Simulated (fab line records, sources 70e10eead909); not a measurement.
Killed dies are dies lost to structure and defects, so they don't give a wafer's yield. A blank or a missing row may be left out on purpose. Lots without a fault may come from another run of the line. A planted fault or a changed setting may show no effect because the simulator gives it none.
Which tool did it? | flow nand_harc | 11 lots, 32 wafers sampled, at 6 steps of a route of 1302

WHAT THE GAUGES READ, wafer by wafer
NHARC_THIN_TSV_THK_MEAS_02: measures by ir. Usual: thk_nm 3039 nm, standard deviation 220.
lot  | measured     | on            | thk_nm (nm)    | flag
L120 | day 24 05:23 | film_metro-01 | 2787 3468 3192 |
L124 | day 25 06:02 | film_metro-02 | 2916 2916 2865 |
L125 | day 26 04:52 | film_metro-01 | 3135 3331 3281 |
L126 | day 26 13:11 | film_metro-02 | 3047 2728 2954 |
L127 | day 26 21:14 | film_metro-01 | 3067 3000 2869 |
L128 | day 27 19:11 | film_metro-02 | 2985 3045 2906 |
L132 | day 28 03:40 | film_metro-02 | 2998 3179 2974 |
L129 | day 28 09:54 | film_metro-01 | 2900 3573 2901 |
L134 | day 29 22:00 | film_metro-01 | 2973 3013 3208 |
L137 | day 30 16:42 | film_metro-01 | 3038 3008 3119 |
L136 | day 31 07:07 | film_metro-01 | 1 3188         | OFF

NHARC_END_SORT_01. Usual: defect_limited_yield 90.6 %, standard deviation 2.6; killed_at_array 58, standard deviation 18; killed_at_other 1.0, standard deviation 1.5; killed_at_periphery 4, standard deviation 3.1; killed_dies 64, standard deviation 18; killed_open 3.4, standard deviation 1.9; killed_short 2.7, standard deviation 1.7.
lot  | measured     | on        | defect_limited_yield (%) | killed_at_array | killed_at_other | killed_at_periphery | killed_dies | killed_open | killed_short | flag
L136 | day 32 00:11 | prober-01 | 0 87.3                   | 75 80           | 597 1           | 5 5                 | 677 86      | 4 3         | 5 0          | OFF

WHICH TOOL RAN EACH LOT (tool, then ch and the chambers of the sampled wafers, then the start)
lot  | NHARC_A_BONDPAD_DEP_00                   | NHARC_A_BONDPAD_DESCUM_11          | NHARC_A_BONDPAD_ETCH_24                       | NHARC_THIN_TSV_GRIND_00
L120 | pecvd-02 ch 0,2, day 23 10:43            | rie_diel-08 ch 0,1,2, day 23 12:09 | rie_diel-08 ch 0,2,3, day 24 03:52 or earlier | grinder-01 ch 0, day 24 03:52
L124 | pecvd-03 ch 2, day 24 14:04              | rie_diel-08 ch 0,2,3, day 24 15:35 | rie_diel-08 ch 0,2,3, day 25 04:45 or earlier | grinder-01 ch 0, day 25 04:45
L125 | pecvd-03 ch 0,2, day 25 13:44            | rie_diel-12 ch 1,2,3, day 25 15:03 | rie_diel-12 ch 0,1,2, day 26 03:23 or earlier | grinder-01 ch 0, day 26 03:23
L126 | pecvd-03 ch 0,2, day 25 20:16 or earlier | rie_diel-12 ch 2,3, day 25 20:16   | rie_diel-08 ch 1,3, day 26 11:41 or earlier   | grinder-01 ch 0, day 26 11:41
L127 | pecvd-02 ch 0,1,2, day 26 04:40          | rie_diel-08 ch 1,3, day 26 06:06   | rie_diel-08 ch 0,1,2, day 26 19:56 or earlier | grinder-01 ch 0, day 26 19:56
L128 | pecvd-02 ch 0,1,2, day 27 00:07          | rie_diel-08 ch 0,1,2, day 27 01:25 | rie_diel-08 ch 0,1,3, day 27 18:05 or earlier | grinder-01 ch 0, day 27 18:05
L132 | pecvd-02 ch 0,1,2, day 27 12:32          | rie_diel-08 ch 1,2,3, day 27 13:56 | rie_diel-12 ch 0,2,3, day 28 02:23 or earlier | grinder-01 ch 0, day 28 02:23
L129 | pecvd-03 ch 0,1, day 27 18:49            | rie_diel-08 ch 0,2,3, day 27 20:07 | rie_diel-12 ch 0,2,3, day 28 08:25 or earlier | grinder-01 ch 0, day 28 08:25
L134 | pecvd-03 ch 0,1,2, day 29 01:50          | rie_diel-12 ch 0,2,3, day 29 03:13 | rie_diel-12 ch 0,1,3, day 29 20:32 or earlier | grinder-01 ch 0, day 29 20:32
L137 | pecvd-03 ch 0,2, day 30 01:15 or earlier | rie_diel-08 ch 1,3, day 30 01:15   | rie_diel-08 ch 1,2, day 30 15:26 or earlier   | grinder-01 ch 0, day 30 15:26
L136 | pecvd-02 ch 0,2, day 30 15:59            | rie_diel-08 ch 1,2, day 30 17:25   | rie_diel-12 ch 2,3, day 31 05:49 or earlier   | grinder-01 ch 0, day 31 05:49
- NHARC_A_BONDPAD_DEP_00: deposits SiCN, target thk 250 nm.
- NHARC_A_BONDPAD_DESCUM_11: chemistry O2, time 3 s.
- NHARC_A_BONDPAD_ETCH_24: etches the open film in CF4/N2, target depth 30 nm, time 72.99 s.
- NHARC_THIN_TSV_GRIND_00

WHAT THE TOOLS THEMSELVES READ (means of the sampled wafers that have a number; where no wafer has one, the mark that the record gives instead)
NHARC_A_BONDPAD_DEP_00. Usual: heater_power_w 515 W, standard deviation 66.
lot  | tool     | heater_power_w (W) | flag
L120 | pecvd-02 | 501                |
L124 | pecvd-03 | 486                |
L125 | pecvd-03 | 511                |
L126 | pecvd-03 | 525                |
L127 | pecvd-02 | 493                |
L128 | pecvd-02 | 483                |
L132 | pecvd-02 | 521                |
L129 | pecvd-03 | 583                |
L134 | pecvd-03 | 526                |
L137 | pecvd-03 | 495                |
L136 | pecvd-02 | 422                |

NHARC_A_BONDPAD_DESCUM_11. Usual: drypump_motor_current_A 5.71 A, standard deviation 0.24; oes_product_au 0.997 a.u., standard deviation 0.0098; rf_vpp_V 57.8 V, standard deviation 0.9; showerhead_plenum_p_Torr 1.93 Torr, standard deviation 0.1; throttle_valve_pct 11.312 %, standard deviation 0.0093.
lot  | tool        | drypump_motor_current_A (A) | oes_product_au (a.u.) | rf_vpp_V (V) | showerhead_plenum_p_Torr (Torr) | throttle_valve_pct (%) | flag
L120 | rie_diel-08 | 5.76                        | 1.003                 | 57.8         | 1.95                            | 11.308                 |
L124 | rie_diel-08 | 5.66                        | 0.990                 | 57.8         | 1.92                            | 11.316                 |
L125 | rie_diel-12 | 5.69                        | 0.994                 | 57.6         | 1.94                            | 11.319                 |
L126 | rie_diel-12 | 5.86                        | 0.985                 | 57.7         | 1.89                            | 11.315                 |
L127 | rie_diel-08 | 5.70                        | 0.992                 | 57.6         | 1.97                            | 11.310                 |
L128 | rie_diel-08 | 5.78                        | 0.992                 | 57.7         | 1.95                            | 11.316                 |
L132 | rie_diel-08 | 5.64                        | 0.987                 | 58.3         | 1.92                            | 11.319                 |
L129 | rie_diel-08 | 5.67                        | 0.990                 | 57.6         | 1.92                            | 11.316                 |
L134 | rie_diel-12 | 5.70                        | 1.007                 | 57.2         | 1.87                            | 11.317                 |
L137 | rie_diel-08 | 5.68                        | 1.001                 | 56.7         | 1.97                            | 11.308                 |
L136 | rie_diel-08 | 5.70                        | 1.007                 | 57.5         | 1.90                            | 11.315                 |

NHARC_A_BONDPAD_ETCH_24. Usual: bias_w 100.0 W, standard deviation 0.32; drypump_motor_current_A 5.69 A, standard deviation 0.24; oes_product_au 0.999 a.u., standard deviation 0.01; rf_vpp_V 314.6 V, standard deviation 2.3; showerhead_plenum_p_Torr 2.65 Torr, standard deviation 0.13; throttle_valve_pct 19.794 %, standard deviation 0.0087.
lot  | tool        | bias_w (W) | drypump_motor_current_A (A) | oes_product_au (a.u.) | rf_vpp_V (V) | showerhead_plenum_p_Torr (Torr) | throttle_valve_pct (%) | flag
L120 | rie_diel-08 | 100.2      | 5.67                        | 1.009                 | 315.0        | 2.64                            | 19.781                 |
L124 | rie_diel-08 | 100.1      | 5.67                        | 1.003                 | 313.5        | 2.64                            | 19.794                 |
L125 | rie_diel-12 | 100.1      | 5.53                        | 0.995                 | 314.4        | 2.63                            | 19.794                 |
L126 | rie_diel-08 | 100.0      | 5.70                        | 0.993                 | 314.6        | 2.70                            | 19.798                 |
L127 | rie_diel-08 | 99.7       | 5.79                        | 0.997                 | 314.2        | 2.68                            | 19.794                 |
L128 | rie_diel-08 | 99.6       | 5.82                        | 0.993                 | 315.6        | 2.75                            | 19.798                 |
L132 | rie_diel-12 | 100.0      | 5.71                        | 0.998                 | 313.5        | 2.57                            | 19.793                 |
L129 | rie_diel-12 | 99.9       | 5.72                        | 0.998                 | 313.4        | 2.57                            | 19.795                 |
L134 | rie_diel-12 | 99.9       | 5.51                        | 0.995                 | 313.7        | 2.57                            | 19.794                 |
L137 | rie_diel-08 | 100.2      | 5.77                        | 0.999                 | 314.8        | 2.67                            | 19.797                 |
L136 | rie_diel-12 | 100.0      | 5.86                        | 1.000                 | 314.1        | 2.62                            | 19.797                 |

NHARC_THIN_TSV_GRIND_00. Usual: motor_current_A 12.000 A, standard deviation 0.022; slurry_flow_ml_min 150.0, standard deviation 0.48.
lot  | tool       | motor_current_A (A) | slurry_flow_ml_min | flag
L120 | grinder-01 | 12.022              | 150.4              |
L124 | grinder-01 | 12.004              | 149.9              |
L125 | grinder-01 | 11.987              | 149.0              |
L126 | grinder-01 | 12.004              | 149.9              |
L127 | grinder-01 | 12.015              | 150.7              |
L128 | grinder-01 | 11.994              | 150.2              |
L132 | grinder-01 | 11.990              | 149.6              |
L129 | grinder-01 | 11.977              | 149.7              |
L134 | grinder-01 | 12.004              | 149.9              |
L137 | grinder-01 | 12.018              | 150.3              |
L136 | grinder-01 | 12.021              | 149.7              |

THE ANSWER, worked out from the rows above alone
Rule: a lot is off if the mean of its wafers that have a number lies more than 3 standard deviations from the usual mean. A lot without any number at a reading at which 4 lots or more have one is off too. The other lots that the step has rows for count as sound. The gauges are gone through in route order, then the tools' own readings, and for those a lot's mean is taken as printed above. The first step at which some lot is off is used, and at that step the reading that is off furthest; a lot without a number counts as furthest.
Off: L136, at NHARC_THIN_TSV_THK_MEAS_02 (thk_nm).
A tool fits if, at a process step before that reading, it ran every lot that is off, and no sound lot after the first of them. The gauges at NHARC_THIN_TSV_THK_MEAS_02 aren't tried: what is off there is off at NHARC_END_SORT_01 too, on other tools, and a gauge's error can't cause that. NHARC_A_BONDPAD_DEP_00 gives no start for some lots, so the hours and the order of its lots are those of NHARC_A_BONDPAD_DESCUM_11. NHARC_A_BONDPAD_ETCH_24 gives no start for some lots, so the hours and the order of its lots are those of NHARC_THIN_TSV_GRIND_00. Can't be told from this: 4 tools fit, pecvd-02 at NHARC_A_BONDPAD_DEP_00, rie_diel-08 at NHARC_A_BONDPAD_DESCUM_11, rie_diel-12 at NHARC_A_BONDPAD_ETCH_24, grinder-01 at NHARC_THIN_TSV_GRIND_00.

WHAT THE SIMULATOR HAD PUT IN
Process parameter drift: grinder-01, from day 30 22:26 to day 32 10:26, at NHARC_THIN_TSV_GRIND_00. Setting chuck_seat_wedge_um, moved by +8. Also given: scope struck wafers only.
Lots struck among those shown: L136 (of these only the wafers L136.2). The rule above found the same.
